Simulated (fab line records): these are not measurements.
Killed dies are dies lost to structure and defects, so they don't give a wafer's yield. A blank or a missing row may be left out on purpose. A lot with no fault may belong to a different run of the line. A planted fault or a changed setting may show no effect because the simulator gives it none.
Which tool is to blame? || flow nandHarc || 13 lots, 39 wafers sampled, at 5 steps of a route of 1159

== WHAT EACH GAUGE READ, for each wafer ==
NHARC_END_SORT_01. Usual: killedAtArray 27, standard deviation 8; killedAtOther 0.8, standard deviation 1.2; killedAtPeriphery 3.3, standard deviation 2.3; killedDies 31, standard deviation 8.8; killedOpen 3.2, standard deviation 2.1; killedShort 2.1, standard deviation 1.4.
{"lot": "L600", "measured": "day 20 14:07", "on": "prober-01", "killedAtArray": "674 673 674", "killedAtOther": "1 0 0", "killedAtPeriphery": "2 4 3", "killedDies": "677 677 677", "killedOpen": "3 0 6", "killedShort": "2 6 5", "flag": "OFF"}
{"lot": "L601", "measured": "day 20 06:18", "on": "prober-01", "killedAtArray": "668 669 667", "killedAtOther": "0 0 0", "killedAtPeriphery": "9 8 10", "killedDies": "677 677 677", "killedOpen": "3 5 4", "killedShort": "3 2 5", "flag": "OFF"}
{"lot": "L602", "measured": "day 19 21:44", "on": "prober-02", "killedAtArray": "676 675 676", "killedAtOther": "1 0 0", "killedAtPeriphery": "0 2 1", "killedDies": "677 677 677", "killedOpen": "3 4 7", "killedShort": "2 3 1", "flag": "OFF"}
{"lot": "L616", "measured": "day 23 22:02", "on": "prober-02", "killedAtArray": "27 32 32", "killedAtOther": "0 0 0", "killedAtPeriphery": "7 7 7", "killedDies": "34 39 39", "killedOpen": "1 8 2", "killedShort": "3 3 1", "flag": ""}
{"lot": "L618", "measured": "day 23 21:58", "on": "prober-01", "killedAtArray": "28 21 23", "killedAtOther": "0 0 0", "killedAtPeriphery": "2 3 2", "killedDies": "30 24 25", "killedOpen": "1 6 4", "killedShort": "3 3 1", "flag": ""}
{"lot": "L615", "measured": "day 24 05:50", "on": "prober-01", "killedAtArray": "28 31", "killedAtOther": "1 0", "killedAtPeriphery": "1 2", "killedDies": "30 33", "killedOpen": "4 6", "killedShort": "1 4", "flag": ""}

== TOOL THAT RAN EACH LOT (tool first, then ch and the chambers of the sampled wafers, then the start) ==
{"lot": "L599", "NHARC_A_STAIRCASE_HM_OPEN_463": "rieDiel-09 ch 0,3, day 12 04:32 or earlier", "NHARC_A_STAIRCASE_ALD_415": "aldHk-01 ch 1,2,3, day 12 04:32", "NHARC_A_STAIRCASE_ALD_420": "aldHk-04 ch 0,2,3, day 12 11:49", "NHARC_A_STAIRCASE_DEP_151": "pecvd-04 ch 0,1, day 12 19:47"}
{"lot": "L600", "NHARC_A_STAIRCASE_HM_OPEN_463": "rieDiel-09 ch 0,1,3, day 12 10:25 or earlier", "NHARC_A_STAIRCASE_ALD_415": "aldHk-02 ch 0,2, day 12 10:25", "NHARC_A_STAIRCASE_ALD_420": "aldHk-01 ch 1,2,3, day 12 17:02", "NHARC_A_STAIRCASE_DEP_151": "pecvd-04 ch 0,2, day 13 01:20"}
{"lot": "L601", "NHARC_A_STAIRCASE_HM_OPEN_463": "rieDiel-09 ch 0,2,3, day 12 11:46 or earlier", "NHARC_A_STAIRCASE_ALD_415": "aldHk-01 ch 1,2, day 12 11:46", "NHARC_A_STAIRCASE_ALD_420": "aldHk-04 ch 1,3, day 12 16:43", "NHARC_A_STAIRCASE_DEP_151": "pecvd-01 ch 1,2, day 13 00:57"}
{"lot": "L602", "NHARC_A_STAIRCASE_HM_OPEN_463": "rieDiel-13 ch 0,2, day 12 12:40 or earlier", "NHARC_A_STAIRCASE_ALD_415": "aldHk-04 ch 1,2, day 12 12:40", "NHARC_A_STAIRCASE_ALD_420": "aldHk-04 ch 1,2,3, day 12 18:08", "NHARC_A_STAIRCASE_DEP_151": "pecvd-02 ch 0,1, day 13 01:09"}
{"lot": "L611", "NHARC_A_STAIRCASE_HM_OPEN_463": "rieDiel-09 ch 0,1,3, day 15 01:11 or earlier", "NHARC_A_STAIRCASE_ALD_415": "aldHk-02 ch 0,1, day 15 01:11", "NHARC_A_STAIRCASE_ALD_420": "aldHk-04 ch 2,3, day 15 06:58", "NHARC_A_STAIRCASE_DEP_151": "pecvd-01 ch 0,1,2, day 15 15:19"}
{"lot": "L610", "NHARC_A_STAIRCASE_HM_OPEN_463": "rieDiel-10 ch 0,2,3, day 15 02:56 or earlier", "NHARC_A_STAIRCASE_ALD_415": "aldHk-01 ch 0,1,3, day 15 02:56", "NHARC_A_STAIRCASE_ALD_420": "aldHk-01 ch 0,1, day 15 07:47", "NHARC_A_STAIRCASE_DEP_151": "pecvd-02 ch 1,2, day 15 15:13"}
{"lot": "L609", "NHARC_A_STAIRCASE_HM_OPEN_463": "rieDiel-10 ch 0,1,3, day 15 06:37 or earlier", "NHARC_A_STAIRCASE_ALD_415": "aldHk-01 ch 2,3, day 15 06:37", "NHARC_A_STAIRCASE_ALD_420": "aldHk-04 ch 2,3, day 15 14:27", "NHARC_A_STAIRCASE_DEP_151": "pecvd-01 ch 0,1,2, day 15 21:57"}
{"lot": "L614", "NHARC_A_STAIRCASE_HM_OPEN_463": "rieDiel-10 ch 1,2,3, day 15 16:09 or earlier", "NHARC_A_STAIRCASE_ALD_415": "aldHk-01 ch 0,1,3, day 15 16:09", "NHARC_A_STAIRCASE_ALD_420": "aldHk-01 ch 0,1,3, day 16 05:02", "NHARC_A_STAIRCASE_DEP_151": "pecvd-01 ch 0,1, day 16 13:07"}
{"lot": "L616", "NHARC_A_STAIRCASE_HM_OPEN_463": "rieDiel-13 ch 0,1,2, day 16 09:23 or earlier", "NHARC_A_STAIRCASE_ALD_415": "aldHk-01 ch 1,2,3, day 16 09:23", "NHARC_A_STAIRCASE_ALD_420": "aldHk-04 ch 0,1,3, day 16 20:47", "NHARC_A_STAIRCASE_DEP_151": "pecvd-02 ch 0,1, day 17 05:17"}
{"lot": "L618", "NHARC_A_STAIRCASE_HM_OPEN_463": "rieDiel-10 ch 0,1,2, day 16 10:53 or earlier", "NHARC_A_STAIRCASE_ALD_415": "aldHk-02 ch 0,1,2, day 16 10:53", "NHARC_A_STAIRCASE_ALD_420": "aldHk-01 ch 0,1,2, day 16 20:38", "NHARC_A_STAIRCASE_DEP_151": "pecvd-01 ch 0,1,2, day 17 05:29"}
{"lot": "L617", "NHARC_A_STAIRCASE_HM_OPEN_463": "rieDiel-13 ch 0,2,3, day 16 14:55 or earlier", "NHARC_A_STAIRCASE_ALD_415": "aldHk-01 ch 0,1,3, day 16 14:55", "NHARC_A_STAIRCASE_ALD_420": "aldHk-02 ch 0,1,2, day 16 20:38", "NHARC_A_STAIRCASE_DEP_151": "pecvd-04 ch 0,1,2, day 17 05:37"}
{"lot": "L615", "NHARC_A_STAIRCASE_HM_OPEN_463": "rieDiel-09 ch 1,2,3, day 16 19:05 or earlier", "NHARC_A_STAIRCASE_ALD_415": "aldHk-04 ch 0,1,2, day 16 19:05", "NHARC_A_STAIRCASE_ALD_420": "aldHk-02 ch 1,2,3, day 17 03:39", "NHARC_A_STAIRCASE_DEP_151": "pecvd-04 ch 0,1, day 17 11:39"}
{"lot": "L619", "NHARC_A_STAIRCASE_HM_OPEN_463": "rieDiel-10 ch 0,2,3, day 17 07:03 or earlier", "NHARC_A_STAIRCASE_ALD_415": "aldHk-01 ch 0,1,2, day 17 07:03", "NHARC_A_STAIRCASE_ALD_420": "aldHk-04 ch 0,1,2, day 17 13:07", "NHARC_A_STAIRCASE_DEP_151": "pecvd-02 ch 0,1,2, day 17 21:34"}
- NHARC_A_STAIRCASE_HM_OPEN_463: chemistry O2/COS.
- NHARC_A_STAIRCASE_ALD_415: deposits SiO2, target thk 30 nm, pulse time 6 s, ald cycles 300.
- NHARC_A_STAIRCASE_ALD_420: deposits SiO2, target thk 20 nm, pulse time 6 s, ald cycles 200.
- NHARC_A_STAIRCASE_DEP_151: deposits SiO2, target thk 3800 nm.

== WHAT THE TOOLS THEMSELVES READ (means of the sampled wafers that have a number; where no wafer has one, the mark that the record gives instead) ==
NHARC_A_STAIRCASE_HM_OPEN_463. Usual: chamberPressureMTorr 20.001 mTorr, standard deviation 0.019; drypumpMotorCurrentA 5.9 A, standard deviation 0.49; oesProductAu 0.998 a.u., standard deviation 0.0091; rfVppV 465.6 V, standard deviation 2; showerheadPlenumPTorr 3.05 Torr, standard deviation 0.085; throttleValvePct 28.331 %, standard deviation 0.0084.
{"lot": "L599", "tool": "rieDiel-09", "chamberPressureMTorr (mTorr)": 20.015, "drypumpMotorCurrentA (A)": 6.3, "oesProductAu (a.u.)": 0.997, "rfVppV (V)": 465.0, "showerheadPlenumPTorr (Torr)": 3.02, "throttleValvePct (%)": 28.329, "flag": ""}
{"lot": "L600", "tool": "rieDiel-09", "chamberPressureMTorr (mTorr)": 20.006, "drypumpMotorCurrentA (A)": 6.2, "oesProductAu (a.u.)": 1.005, "rfVppV (V)": 465.7, "showerheadPlenumPTorr (Torr)": 3.04, "throttleValvePct (%)": 28.334, "flag": ""}
{"lot": "L601", "tool": "rieDiel-09", "chamberPressureMTorr (mTorr)": 19.995, "drypumpMotorCurrentA (A)": 6.3, "oesProductAu (a.u.)": 0.992, "rfVppV (V)": 465.0, "showerheadPlenumPTorr (Torr)": 3.02, "throttleValvePct (%)": 28.329, "flag": ""}
{"lot": "L602", "tool": "rieDiel-13", "chamberPressureMTorr (mTorr)": 20.019, "drypumpMotorCurrentA (A)": 5.8, "oesProductAu (a.u.)": 1.017, "rfVppV (V)": 466.3, "showerheadPlenumPTorr (Torr)": 3.08, "throttleValvePct (%)": 28.331, "flag": ""}
{"lot": "L611", "tool": "rieDiel-09", "chamberPressureMTorr (mTorr)": 20.002, "drypumpMotorCurrentA (A)": 6.2, "oesProductAu (a.u.)": 0.999, "rfVppV (V)": 465.3, "showerheadPlenumPTorr (Torr)": 3.03, "throttleValvePct (%)": 28.329, "flag": ""}
{"lot": "L610", "tool": "rieDiel-10", "chamberPressureMTorr (mTorr)": 20.021, "drypumpMotorCurrentA (A)": 5.5, "oesProductAu (a.u.)": 0.996, "rfVppV (V)": 465.0, "showerheadPlenumPTorr (Torr)": 3.03, "throttleValvePct (%)": 28.330, "flag": ""}
{"lot": "L609", "tool": "rieDiel-10", "chamberPressureMTorr (mTorr)": 19.997, "drypumpMotorCurrentA (A)": 5.6, "oesProductAu (a.u.)": 0.993, "rfVppV (V)": 466.9, "showerheadPlenumPTorr (Torr)": 3.11, "throttleValvePct (%)": 28.329, "flag": ""}
{"lot": "L614", "tool": "rieDiel-10", "chamberPressureMTorr (mTorr)": 19.986, "drypumpMotorCurrentA (A)": 5.4, "oesProductAu (a.u.)": 1.004, "rfVppV (V)": 466.7, "showerheadPlenumPTorr (Torr)": 3.11, "throttleValvePct (%)": 28.337, "flag": ""}
{"lot": "L616", "tool": "rieDiel-13", "chamberPressureMTorr (mTorr)": 20.006, "drypumpMotorCurrentA (A)": 6.0, "oesProductAu (a.u.)": 0.997, "rfVppV (V)": 464.9, "showerheadPlenumPTorr (Torr)": 3.05, "throttleValvePct (%)": 28.322, "flag": ""}
{"lot": "L618", "tool": "rieDiel-10", "chamberPressureMTorr (mTorr)": 19.998, "drypumpMotorCurrentA (A)": 5.4, "oesProductAu (a.u.)": 0.993, "rfVppV (V)": 465.6, "showerheadPlenumPTorr (Torr)": 3.08, "throttleValvePct (%)": 28.329, "flag": ""}
{"lot": "L617", "tool": "rieDiel-13", "chamberPressureMTorr (mTorr)": 19.995, "drypumpMotorCurrentA (A)": 5.9, "oesProductAu (a.u.)": 1.000, "rfVppV (V)": 465.3, "showerheadPlenumPTorr (Torr)": 3.04, "throttleValvePct (%)": 28.326, "flag": ""}
{"lot": "L615", "tool": "rieDiel-09", "chamberPressureMTorr (mTorr)": 20.007, "drypumpMotorCurrentA (A)": 6.4, "oesProductAu (a.u.)": 1.000, "rfVppV (V)": 463.2, "showerheadPlenumPTorr (Torr)": 2.96, "throttleValvePct (%)": 28.333, "flag": ""}
{"lot": "L619", "tool": "rieDiel-10", "chamberPressureMTorr (mTorr)": 19.992, "drypumpMotorCurrentA (A)": 5.5, "oesProductAu (a.u.)": 0.988, "rfVppV (V)": 465.5, "showerheadPlenumPTorr (Torr)": 3.02, "throttleValvePct (%)": 28.333, "flag": ""}

NHARC_A_STAIRCASE_ALD_415. Usual: heaterPowerOuterW 274 W, standard deviation 45; heaterPowerW 495 W, standard deviation 65; precursorPulseHeightRel 0.996, standard deviation 0.02.
{"lot": "L599", "tool": "aldHk-01", "heaterPowerOuterW (W)": 282, "heaterPowerW (W)": 523, "precursorPulseHeightRel": 1.010, "flag": ""}
{"lot": "L600", "tool": "aldHk-02", "heaterPowerOuterW (W)": 255, "heaterPowerW (W)": 472, "precursorPulseHeightRel": 1.014, "flag": ""}
{"lot": "L601", "tool": "aldHk-01", "heaterPowerOuterW (W)": 264, "heaterPowerW (W)": 486, "precursorPulseHeightRel": 0.986, "flag": ""}
{"lot": "L602", "tool": "aldHk-04", "heaterPowerOuterW (W)": 286, "heaterPowerW (W)": 495, "precursorPulseHeightRel": 1.014, "flag": ""}
{"lot": "L611", "tool": "aldHk-02", "heaterPowerOuterW (W)": 274, "heaterPowerW (W)": 491, "precursorPulseHeightRel": 0.991, "flag": ""}
{"lot": "L610", "tool": "aldHk-01", "heaterPowerOuterW (W)": 264, "heaterPowerW (W)": 487, "precursorPulseHeightRel": 0.994, "flag": ""}
{"lot": "L609", "tool": "aldHk-01", "heaterPowerOuterW (W)": 328, "heaterPowerW (W)": 579, "precursorPulseHeightRel": 0.996, "flag": ""}
{"lot": "L614", "tool": "aldHk-01", "heaterPowerOuterW (W)": 266, "heaterPowerW (W)": 489, "precursorPulseHeightRel": 0.977, "flag": ""}
{"lot": "L616", "tool": "aldHk-01", "heaterPowerOuterW (W)": 288, "heaterPowerW (W)": 517, "precursorPulseHeightRel": 1.000, "flag": ""}
{"lot": "L618", "tool": "aldHk-02", "heaterPowerOuterW (W)": 264, "heaterPowerW (W)": 490, "precursorPulseHeightRel": 0.998, "flag": ""}
{"lot": "L617", "tool": "aldHk-01", "heaterPowerOuterW (W)": 268, "heaterPowerW (W)": 484, "precursorPulseHeightRel": 1.000, "flag": ""}
{"lot": "L615", "tool": "aldHk-04", "heaterPowerOuterW (W)": 263, "heaterPowerW (W)": 449, "precursorPulseHeightRel": 1.013, "flag": ""}
{"lot": "L619", "tool": "aldHk-01", "heaterPowerOuterW (W)": 242, "heaterPowerW (W)": 461, "precursorPulseHeightRel": 0.984, "flag": ""}

NHARC_A_STAIRCASE_ALD_420. Usual: heaterPowerOuterW 272 W, standard deviation 37; heaterPowerW 490 W, standard deviation 54; precursorPulseHeightRel 1.000, standard deviation 0.018.
{"lot": "L599", "tool": "aldHk-04", "heaterPowerOuterW (W)": 270, "heaterPowerW (W)": 482, "precursorPulseHeightRel": 1.003, "flag": ""}
{"lot": "L600", "tool": "aldHk-01", "heaterPowerOuterW (W)": "-", "heaterPowerW (W)": "-", "precursorPulseHeightRel": "-", "flag": "OFF"}
{"lot": "L601", "tool": "aldHk-04", "heaterPowerOuterW (W)": "-", "heaterPowerW (W)": "-", "precursorPulseHeightRel": "-", "flag": "OFF"}
{"lot": "L602", "tool": "aldHk-04", "heaterPowerOuterW (W)": "-", "heaterPowerW (W)": "-", "precursorPulseHeightRel": "-", "flag": "OFF"}
{"lot": "L611", "tool": "aldHk-04", "heaterPowerOuterW (W)": 288, "heaterPowerW (W)": 503, "precursorPulseHeightRel": 1.000, "flag": ""}
{"lot": "L610", "tool": "aldHk-01", "heaterPowerOuterW (W)": 219, "heaterPowerW (W)": 421, "precursorPulseHeightRel": 1.006, "flag": ""}
{"lot": "L609", "tool": "aldHk-04", "heaterPowerOuterW (W)": 287, "heaterPowerW (W)": 507, "precursorPulseHeightRel": 0.985, "flag": ""}
{"lot": "L614", "tool": "aldHk-01", "heaterPowerOuterW (W)": 267, "heaterPowerW (W)": 482, "precursorPulseHeightRel": 1.014, "flag": ""}
{"lot": "L616", "tool": "aldHk-04", "heaterPowerOuterW (W)": 271, "heaterPowerW (W)": 479, "precursorPulseHeightRel": 0.999, "flag": ""}
{"lot": "L618", "tool": "aldHk-01", "heaterPowerOuterW (W)": 246, "heaterPowerW (W)": 461, "precursorPulseHeightRel": 0.991, "flag": ""}
{"lot": "L617", "tool": "aldHk-02", "heaterPowerOuterW (W)": 268, "heaterPowerW (W)": 493, "precursorPulseHeightRel": 1.001, "flag": ""}
{"lot": "L615", "tool": "aldHk-02", "heaterPowerOuterW (W)": 301, "heaterPowerW (W)": 541, "precursorPulseHeightRel": 1.000, "flag": ""}
{"lot": "L619", "tool": "aldHk-04", "heaterPowerOuterW (W)": 263, "heaterPowerW (W)": 459, "precursorPulseHeightRel": 0.991, "flag": ""}

NHARC_A_STAIRCASE_DEP_151. Usual: heaterPowerW 675 W, standard deviation 86.
{"lot": "L599", "tool": "pecvd-04", "heaterPowerW (W)": 597, "flag": ""}
{"lot": "L600", "tool": "pecvd-04", "heaterPowerW (W)": 634, "flag": ""}
{"lot": "L601", "tool": "pecvd-01", "heaterPowerW (W)": 665, "flag": ""}
{"lot": "L602", "tool": "pecvd-02", "heaterPowerW (W)": 762, "flag": ""}
{"lot": "L611", "tool": "pecvd-01", "heaterPowerW (W)": 644, "flag": ""}
{"lot": "L610", "tool": "pecvd-02", "heaterPowerW (W)": 725, "flag": ""}
{"lot": "L609", "tool": "pecvd-01", "heaterPowerW (W)": 668, "flag": ""}
{"lot": "L614", "tool": "pecvd-01", "heaterPowerW (W)": 736, "flag": ""}
{"lot": "L616", "tool": "pecvd-02", "heaterPowerW (W)": 711, "flag": ""}
{"lot": "L618", "tool": "pecvd-01", "heaterPowerW (W)": 688, "flag": ""}
{"lot": "L617", "tool": "pecvd-04", "heaterPowerW (W)": 622, "flag": ""}
{"lot": "L615", "tool": "pecvd-04", "heaterPowerW (W)": 620, "flag": ""}
{"lot": "L619", "tool": "pecvd-02", "heaterPowerW (W)": 750, "flag": ""}

== THE ANSWER, worked out from the rows above alone ==
Rule: a lot is off if the mean of its wafers that have a number lies more than 3 standard deviations from the usual mean. Also off: a lot with no number at a reading for which 4 or more lots have one. The other lots that the step has rows for count as sound. The gauges are gone through in route order, then the tools' own readings, and for those a lot's mean is taken as printed above. The first step at which some lot is off is used, and at that step the reading that is off furthest; a lot without a number counts as furthest.
Off: L600, L601, L602, at NHARC_END_SORT_01 (killedAtArray). Neither off nor sound, because the step has no rows for them: L599, L611, L610, L609, L614, L617, L619.
If a tool, at a process step before that reading, ran all the lots that are off and no sound lot after the first of them, it fits. The gauges at NHARC_END_SORT_01 aren't tried: what is off there is off at NHARC_A_STAIRCASE_ALD_420 too, on other tools, and a gauge's error can't cause that. NHARC_A_STAIRCASE_HM_OPEN_463 gives no start for some lots, so the hours and the order of its lots are those of NHARC_A_STAIRCASE_ALD_415. None of those tried fits.

== WHAT WAS PUT IN BY THE SIMULATOR ==
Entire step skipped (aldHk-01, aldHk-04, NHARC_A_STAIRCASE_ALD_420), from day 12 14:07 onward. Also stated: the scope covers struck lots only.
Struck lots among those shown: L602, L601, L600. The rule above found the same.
